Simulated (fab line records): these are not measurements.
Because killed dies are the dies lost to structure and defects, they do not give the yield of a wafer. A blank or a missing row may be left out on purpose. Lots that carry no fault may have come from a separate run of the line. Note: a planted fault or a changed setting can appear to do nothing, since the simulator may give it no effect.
Problem report, 8D (eight disciplines) form, completed by code | flow n5Finfet | the parts of the form that need people (team, actions taken, sign-off) are left out

1. THE PROBLEM
Mean of runLengthS at N5_BEOL_M11_ETCH_66: 237.0 s across 3 wafers in 3 lots; on wafers with no fault it is 203.5 s (standard deviation 0.39). That puts it +86 standard deviations away from the usual mean.
The step: etches SOC in N2/H2, target depth 120 nm, overetch 24 nm, time 180 s.
Earliest sighting: wafer L599.6 on rieDiel-02 at day 15 05:04. Wafers with a number at this step in the record: 31, from 11 lots. By rule, "out" or "out of limits" means more than 4 standard deviations away from the usual mean. The other wafers with a number count as sound.

2. WHAT IT IS AND WHAT IT IS NOT
question                    | is                     | is not
which readings at this step | runLengthS             | drypumpMotorCurrentA, rfVppV, showerheadPlenumPTorr, throttleValvePct
which lots                  | L599, L601, L603       | L583, L584, L586, L591, L592, L593, L595, L604
which wafers of those lots  | L599.6, L601.1, L603.6 | L599.2, L599.4, L601.4, L603.4
read on which tools         | rieDiel-02             | rieDiel-04, rieDiel-05
when                        | from day 15 05:04      | up to then (23 sound wafers); but 5 sound wafers of L601, L603, L604 came after

3. WHAT RULES OUT EACH SUSPECT
Counting: a tool at a process step up to the reading stays a suspect if it ran every lot that is out. Sound lots after the first of them don't rule it out here, since some wafers of a struck lot are sound.
- rieDiel-02 at N5_BEOL_M11_ETCH_66 (etches SOC in N2/H2, target depth 120 nm, overetch 24 nm, time 180 s): kept. Ran every lot that is out, first one L599 (day 15 05:04); last sound lot up to then L593 (day 13 09:31). Out on those wafers are its own readings of runLengthS.
Left after counting: rieDiel-02 at N5_BEOL_M11_ETCH_66.

4. THE CAUSE (what the simulator had put in)
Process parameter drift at N5_BEOL_M11_ETCH_66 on rieDiel-02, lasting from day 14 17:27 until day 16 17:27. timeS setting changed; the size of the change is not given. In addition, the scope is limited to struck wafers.
This tool alone remained once counting was done.

5. THE CHAIN OF EFFECTS, in route order
One row per reading whose mean, taken over the struck wafers that have a number, lies over 3 standard deviations from the usual. Only readings for which the record gives a usual standard deviation are gone through. hours: the time from each lot's start at the first step in this table that gives one to its start at this step, as a median over the lots. sigmas: the change in usual standard deviations.
hours | step                | reading    | usual   | on struck wafers | change | sigmas
0     | N5_BEOL_M11_ETCH_66 | runLengthS | 203.5 s | 237.0            | +33.5  | +86
Process steps it contains:
- N5_BEOL_M11_ETCH_66: etches SOC in N2/H2, target depth 120 nm, overetch 24 nm, time 180 s.

6. HOW IT WOULD HAVE BEEN CAUGHT EARLIER
In this record no reading fell out of limits until day 15 05:04, 12 hours after the fault had begun at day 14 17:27.
